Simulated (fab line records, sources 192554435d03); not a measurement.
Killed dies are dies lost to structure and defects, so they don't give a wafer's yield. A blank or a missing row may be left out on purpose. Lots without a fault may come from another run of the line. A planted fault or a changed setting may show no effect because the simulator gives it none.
fab line records | flow n5_finfet
record lots=14 wafers=42 last_day=18
route steps=1938 shown BEOL_M13@1692 BEOL_M14@1722
lots that met no fault: from a run of the same line without faults
start_h: hours from the record's first day to the start of the lot's first wafer shown | wait_h: hours since the lot's step before | " the same as in the row above | L1.1+2: a row that stands for several wafers | - no value, or no start given | * or withheld: withheld | < > ~ a bound
route shown NAME@n: a module of which the file shows steps, and the number in the route of the first | usual: mean/standard deviation of fault-free wafers | same: alike in all rows | chamber/n: place in a boat | sites: the reading at each site | _std_site: their standard deviation | _edge_site: outer sites' mean less inner sites' | radius_mm: how far each site lies from the wafer's centre | mask NAME#n: copy n | behind: the tool/chamber that last shaped the wafer | hold: why the lot was held/for how many hours/how that ended | device: the transistor (n, p or np) that didn't switch | end of line: the same wafers' tests at the end of the route | a step without rows: its recipe alone | killed: dies lost to structure and defects at the first sort, not the wafer's yield | map: a wafer's dies, x killed, . not, _ none there
set.NAME: the setting as run; set.NAME@STEP: as run at that earlier step | model.NAME: the simulator's own value behind a step, which no gauge read
steps of the route over a sample of lots; a table a step, a row a wafer
services: from which hour (start_h, from the record's first day; less than 0 if before it) a tool's chamber was out of use, for how many hours, and why
## steps
# step N5_BEOL_M13_DESCUM_33
# recipe chemistry=O2 time_s=7.9 source_power_w=50 bias_power_w=20 pressure_mtorr=20 rf_frequency_hz=2.712e+07 temp_c=40 o2_flow_sccm=225
# usual drypump_motor_current_A=6.0/0.46 oes_product_au=0.78/0.09 rf_vpp_V=242.9/1.6 showerhead_plenum_p_Torr=2.06/0.088 throttle_valve_pct=20.4/0.32
# columns lot.wafer tool chamber start_h wait_h drypump_motor_current_A oes_product_au rf_hours_counter_h rf_vpp_V showerhead_plenum_p_Torr throttle_valve_pct
L437.3 rie_diel-03 2 227.47 0.0 6.2 0.69 217 244.7 2.12 20.3
L437.5 " 3 " " 5.8 0.77 - 241.8 1.99 19.9
L437.6 " 2 " " 6.2 0.69 - 244.3 2.12 20.4
L439.1 rie_diel-01 1 234.23 0.0 5.5 0.92 14 244.8 2.11 20.3
L439.4 " 2 " " 5.4 0.71 203 243.2 2.19 20.7
L439.6 " 3 " " 5.4 0.76 - 243.0 2.09 20.8
L440.2 rie_diel-03 1 250.85 0.0 6.8 0.67 220 241.6 1.99 20.9
L440.3 " 3 " " 5.8 0.77 135 244.1 1.98 19.9
L440.4 " 0 " " 5.8 0.75 178 244.0 2.17 20.9
L441.3 rie_diel-01 3 266.00 0.0 5.4 0.76 161 242.3 2.08 20.8
L441.4 " 0 " " 5.5 0.68 249 243.6 2.06 20.8
L441.6 " 0 " " 5.5 0.68 - 242.5 2.06 20.8
L444.2 rie_diel-06 1 270.73 0.0 6.5 0.85 60 244.5 2.19 20.2
L444.4 " 0 " " 6.5 0.74 211 242.1 1.99 20.2
L444.6 " 0 " " 6.5 0.73 - 241.4 1.99 20.2
L443.1 rie_diel-06 3 283.31 0.0 5.9 0.75 157 240.8 1.91 20.1
L443.2 " 2 " " 5.6 0.94 16 242.6 2.05 20.6
L443.3 " 1 " " 6.5 0.85 64 244.2 2.18 20.2
L445.2 rie_diel-03 0 283.59 0.0 5.7 0.73 186 244.0 2.17 20.9
L445.3 " 2 " " 6.2 0.67 233 244.4 2.12 20.4
L445.6 " 1 " " 6.7 0.66 - 241.1 1.99 20.9
L450.1 rie_diel-01 1 315.35 0.0 5.5 0.87 40 243.9 2.10 20.3
L450.2 " 2 " " 5.4 0.69 230 244.7 2.18 20.8
L450.3 " 0 " " 5.5 0.97 3 242.6 2.06 20.4
L456.1 rie_diel-01 1 351.24 0.0 5.5 0.86 50 244.7 2.10 20.3
L456.4 " 3 " " 5.4 0.73 190 243.4 2.07 20.8
L456.6 " 3 " " 5.4 0.73 - 243.7 2.07 20.8
L453.2 rie_diel-03 1 351.78 0.1 6.8 0.65 248 241.0 1.98 20.9
L453.3 " 3 " " 5.8 0.73 163 240.7 1.98 20.0
L453.5 " 0 " " 5.7 0.72 - 244.1 2.16 20.9
L455.2 rie_diel-06 3 358.16 0.0 5.9 0.74 180 240.2 1.90 20.1
L455.4 " 0 " " 6.5 0.72 240 241.8 1.98 20.2
L455.6 " 2 " " 5.6 0.90 - 243.6 2.04 20.7
L457.1 rie_diel-01 0 372.43 0.0 5.5 0.91 19 243.0 2.06 20.4
L457.2 " 2 " " 5.4 0.68 245 244.0 2.18 20.8
L457.3 " 3 " " 5.4 0.73 195 242.1 2.07 20.8
L458.3 rie_diel-03 0 377.55 0.0 5.8 0.71 217 244.1 2.16 20.9
L458.5 " 3 " " 5.8 0.73 - 241.5 1.97 20.0
L458.6 " 2 " " 6.2 0.98 - 244.1 2.11 20.1
L459.2 rie_diel-01 3 377.82 0.2 5.4 0.72 197 242.4 2.07 20.8
L459.3 " 1 " " 5.5 0.85 57 243.5 2.10 20.3
L459.5 " 1 " " 5.5 0.85 - 243.2 2.10 20.3
# step N5_BEOL_M13_ETCH_68
# recipe chemistry=N2/H2 target=SOC mask_material=SiARC source_w=3000 bias_w=350 temp_c=40 time_s=355 ion_energy_ev=200 pressure_mtorr=30 n2_flow_sccm=200 h2_flow_sccm=200
# usual bias_w=350.2/1.1 drypump_motor_current_A=6.0/0.46 oes_product_au=0.78/0.092 rf_vpp_V=523/3.1 showerhead_plenum_p_Torr=2.52/0.11 throttle_valve_pct=17.84/0.25
# columns lot.wafer tool chamber start_h wait_h bias_w drypump_motor_current_A oes_product_au rf_hours_counter_h rf_vpp_V showerhead_plenum_p_Torr throttle_valve_pct
L437.3 rie_diel-03 2 227.65 0.1 348.2 6.3 0.68 217 526 2.62 17.91
L437.5 " 3 " " 352.0 5.9 0.77 - 522 2.47 17.59
L437.6 " 2 " " 349.2 6.3 0.68 - 526 2.62 17.90
L439.1 rie_diel-01 1 234.41 0.1 350.0 5.5 0.93 14 527 2.57 17.62
L439.4 " 2 " " 348.1 5.4 0.71 203 527 2.63 17.96
L439.6 " 3 " " 350.5 5.4 0.76 - 525 2.58 18.43
L440.2 rie_diel-03 1 251.03 0.1 351.9 6.8 0.67 220 520 2.40 18.04
L440.3 " 3 " " 348.1 5.8 0.75 135 523 2.46 17.59
L440.4 " 0 " " 350.1 5.7 0.74 178 526 2.64 18.16
L441.3 rie_diel-01 3 266.18 0.1 349.5 5.4 0.75 161 524 2.57 18.45
L441.4 " 0 " " 349.5 5.5 0.68 249 522 2.51 18.11
L441.6 " 0 " " 350.8 5.5 0.68 - 523 2.51 18.12
L444.2 rie_diel-06 1 270.91 0.1 351.1 6.5 0.86 60 528 2.70 17.81
L444.4 " 0 " " 348.6 6.5 0.74 212 521 2.42 17.56
L444.6 " 0 " " 348.5 6.5 0.73 - 521 2.42 17.56
L443.1 rie_diel-06 3 283.49 0.1 349.4 5.9 0.74 157 518 2.34 17.60
L443.2 " 2 " " 349.7 5.7 0.94 16 523 2.47 17.79
L443.3 " 1 " " 351.0 6.5 0.85 64 528 2.70 17.81
L445.2 rie_diel-03 0 283.77 0.1 349.9 5.8 0.72 187 526 2.63 18.16
L445.3 " 2 " " 351.7 6.3 0.66 233 526 2.61 17.93
L445.6 " 1 " " 350.1 6.8 0.66 - 518 2.40 18.04
L450.1 rie_diel-01 1 315.53 0.1 350.3 5.5 0.88 40 525 2.56 17.65
L450.2 " 2 " " 350.8 5.5 0.69 230 526 2.62 18.00
L450.3 " 0 " " 350.5 5.5 0.96 3 523 2.51 17.70
L456.1 rie_diel-01 1 351.42 0.1 351.0 5.5 0.87 50 525 2.56 17.67
L456.4 " 3 " " 350.4 5.4 0.72 190 523 2.56 18.48
L456.6 " 3 " " 351.5 5.4 0.72 - 524 2.56 18.50
L453.2 rie_diel-03 1 351.96 0.1 350.5 6.9 0.65 249 519 2.39 18.09
L453.3 " 3 " " 350.3 5.8 0.72 163 520 2.45 17.65
L453.5 " 0 " " 350.4 5.8 0.71 - 526 2.62 18.21
L455.2 rie_diel-06 3 358.35 0.1 349.1 5.9 0.73 180 517 2.33 17.65
L455.4 " 0 " " 350.1 6.5 0.72 240 520 2.41 17.62
L455.6 " 2 " " 351.1 5.6 0.89 - 522 2.46 17.83
L457.1 rie_diel-01 0 372.61 0.1 350.0 5.5 0.92 19 523 2.51 17.70
L457.2 " 2 " " 351.8 5.4 0.68 245 526 2.62 18.03
L457.3 " 3 " " 349.9 5.4 0.71 195 524 2.56 18.51
L458.3 rie_diel-03 0 377.73 0.1 349.5 5.8 0.70 217 526 2.62 18.23
L458.5 " 3 " " 351.8 5.8 0.72 - 520 2.45 17.67
L458.6 " 2 " " 351.8 6.2 0.98 - 526 2.60 17.60
L459.2 rie_diel-01 3 378.00 0.1 349.8 5.4 0.71 197 524 2.56 18.51
L459.3 " 1 " " 352.6 5.5 0.84 58 526 2.56 17.68
L459.5 " 1 " " 349.5 5.5 0.85 - 525 2.56 17.70
# step N5_BEOL_M13_INSPECT_55
# recipe inspect_instrument=darkfield mode=post_dep
# usual raw_defect_count=74/25
# columns lot.wafer tool chamber start_h wait_h raw_defect_count
L437.3 defect_inspect-02 - 233.49 0.0 99
L437.5 " - " " 62
L437.6 " - " " 56
L439.1 defect_inspect-01 - 236.93 0.0 30
L439.4 " - " " 25
L439.6 " - " " 36
L440.2 defect_inspect-02 - 260.67 0.0 62
L440.3 " - " " 66
L440.4 " - " " 59
L441.3 defect_inspect-02 - 268.98 0.0 46
L441.4 " - " " 82
L441.6 " - " " 94
L444.2 defect_inspect-01 - 273.58 0.0 54
L444.4 " - " " 62
L444.6 " - " " 47
L443.1 defect_inspect-02 - 288.01 0.0 72
L443.2 " - " " 73
L443.3 " - " " 53
L445.2 defect_inspect-02 - 288.83 0.0 134
L445.3 " - " " 100
L445.6 " - " " 82
L450.1 defect_inspect-01 - 318.82 0.0 57
L450.2 " - " " 22
L450.3 " - " " 41
L456.1 defect_inspect-02 - 356.22 0.0 56
L456.4 " - " " 53
L456.6 " - " " 58
L453.2 defect_inspect-01 - 358.58 0.0 134
L453.3 " - " " 125
L453.5 " - " " 86
L455.2 defect_inspect-01 - 364.61 0.0 157
L455.4 " - " " 104
L455.6 " - " " 112
L457.1 defect_inspect-02 - 375.57 0.0 70
L457.2 " - " " 95
L457.3 " - " " 99
L458.3 defect_inspect-01 - 380.10 0.0 64
L458.5 " - " " 83
L458.6 " - " " 76
L459.2 defect_inspect-02 - 384.48 0.0 106
L459.3 " - " " 84
L459.5 " - " " 109
# step N5_BEOL_M14_EXPOSE_07
# recipe mask_id=V13 na=0.8 source_shape=annular sigma_inner=0.5 sigma_outer=0.8 polarization=unpolarized attpsm_phase_deg=180 dose_mj=57
# usual exposure_dose_mJ_cm2=56.96/0.057 focus_offset_nm=0.1/0.53 reticle_temp_C=23.04/0.11
# columns lot.wafer tool chamber start_h wait_h mask exposure_dose_mJ_cm2 focus_offset_nm reticle_temp_C
L437.3 krf_scanner-01 0 233.98 - V13#0 56.98 0.3 23.17
L437.5 " 0 " " V13#0 56.99 0.2 23.01
L437.6 " 0 " " V13#0 57.01 0.2 23.12
L439.1 krf_scanner-02 0 237.29 - V13#0 56.95 0.2 22.96
L439.4 " 0 " " V13#0 57.05 0.4 22.90
L439.6 " 0 " " V13#0 56.99 0.7 23.01
L440.2 krf_scanner-02 0 261.16 - V13#0 56.97 -0.1 23.19
L440.3 " 0 " " V13#0 56.91 0.3 23.02
L440.4 " 0 " " V13#0 57.04 -0.1 23.06
L441.3 krf_scanner-02 0 269.43 - V13#0 57.02 -1.3 23.00
L441.4 " 0 " " V13#0 56.99 -0.5 22.93
L441.6 " 0 " " V13#0 57.14 -0.2 22.95
L444.2 krf_scanner-02 0 273.95 - V13#0 57.12 -0.6 23.25
L444.4 " 0 " " V13#0 57.01 0.0 23.27
L444.6 " 0 " " V13#0 57.06 0.4 23.08
L443.1 krf_scanner-02 0 288.45 - V13#0 56.98 0.3 23.19
L443.2 " 0 " " V13#0 57.02 0.5 23.32
L443.3 " 0 " " V13#0 57.01 0.6 23.32
L445.2 krf_scanner-01 0 289.40 - V13#0 57.02 -0.4 23.08
L445.3 " 0 " " V13#0 56.83 -0.2 23.10
L445.6 " 0 " " V13#0 56.98 0.0 22.93
L450.1 krf_scanner-01 0 319.30 - V13#0 56.96 -0.4 23.12
L450.2 " 0 " " V13#0 56.99 -0.4 23.20
L450.3 " 0 " " V13#0 56.90 0.7 23.13
L456.1 krf_scanner-01 0 356.58 - V13#0 56.85 0.0 22.84
L456.4 " 0 " " V13#0 57.02 -0.4 22.96
L456.6 " 0 " " V13#0 56.97 -0.8 22.94
L453.2 krf_scanner-02 - 359.07 - V13#0 - - -
L453.3 " - " " V13#0 - - -
L453.5 " - " " V13#0 - - -
L455.2 krf_scanner-01 - 365.10 - V13#0 - - -
L455.4 " - " " V13#0 - - -
L455.6 " - " " V13#0 - - -
L457.1 krf_scanner-01 0 375.93 - V13#0 56.95 -0.1 22.93
L457.2 " 0 " " V13#0 56.90 -0.5 23.10
L457.3 " 0 " " V13#0 56.93 -0.6 22.92
L458.3 krf_scanner-01 0 380.47 - V13#0 56.96 0.7 23.29
L458.5 " 0 " " V13#0 56.92 -0.1 23.13
L458.6 " 0 " " V13#0 56.96 1.1 23.10
L459.2 krf_scanner-01 0 384.93 - V13#0 56.95 0.3 23.17
L459.3 " 0 " " V13#0 56.97 0.3 22.97
L459.5 " 0 " " V13#0 57.02 0.0 23.10
## services
# columns tool chamber start_h hours kind
krf_scanner-02 - 203.51 0.8 pm
krf_scanner-01 - 204.26 1.3 pm
krf_scanner-01 - 205.56 0.8 pm
krf_scanner-02 - 206.31 1.3 pm
rie_diel-01 3 207.40 19.4 repair
krf_scanner-02 - 207.61 1.0 pm
krf_scanner-01 - 211.55 7.2 pm
krf_scanner-02 - 254.55 0.4 repair
krf_scanner-02 - 265.45 2.7 repair
rie_diel-01 0 267.70 - clean
rie_diel-01 0 267.70 - consumable_replace:focus_ring
krf_scanner-01 - 275.63 1.0 pm
rie_diel-01 1 293.98 4.3 repair
rie_diel-03 - 297.78 2.8 pm
krf_scanner-02 - 326.83 0.8 pm
rie_diel-01 - 333.66 2.8 pm
krf_scanner-02 - 338.83 0.4 repair
krf_scanner-01 - 346.93 1.9 repair
krf_scanner-01 - 355.21 0.8 pm
krf_scanner-01 - 357.44 1.3 pm
rie_diel-06 2 371.77 13.6 repair
krf_scanner-02 - 374.84 1.0 pm
krf_scanner-02 - 376.73 2.3 repair
krf_scanner-02 - 379.91 1.3 pm
## key
first_sign step=N5_BEOL_M14_EXPOSE_07 reading=tool_record direction=missing
effect none on later readings
met_at N5_BEOL_M14_EXPOSE_07
struck_lots L453,L455
later_rows_left_out L453.2,L453.3,L453.5,L455.2,L455.4,L455.6
sort_left_out L453.2,L453.3,L453.5,L455.2,L455.4,L455.6
not_acting_at N5_BEOL_M13_DESCUM_33,N5_BEOL_M13_ETCH_68,N5_BEOL_M13_INSPECT_55
onset_between 319.30 359.07
fault kind=skipped_step_whole tool=krf_scanner-01,krf_scanner-02 chamber=- onset_h=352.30 steps=N5_BEOL_M14_EXPOSE_07 scope=struck_lots_only
# sort_left_out: the simulated sort isn't trusted on such a fault, so these wafers' sort isn't shown, and their yield isn't known
# later_rows_left_out: the simulator's readings of these wafers behind a module that went badly wrong aren't trusted and aren't shown, but for the sort
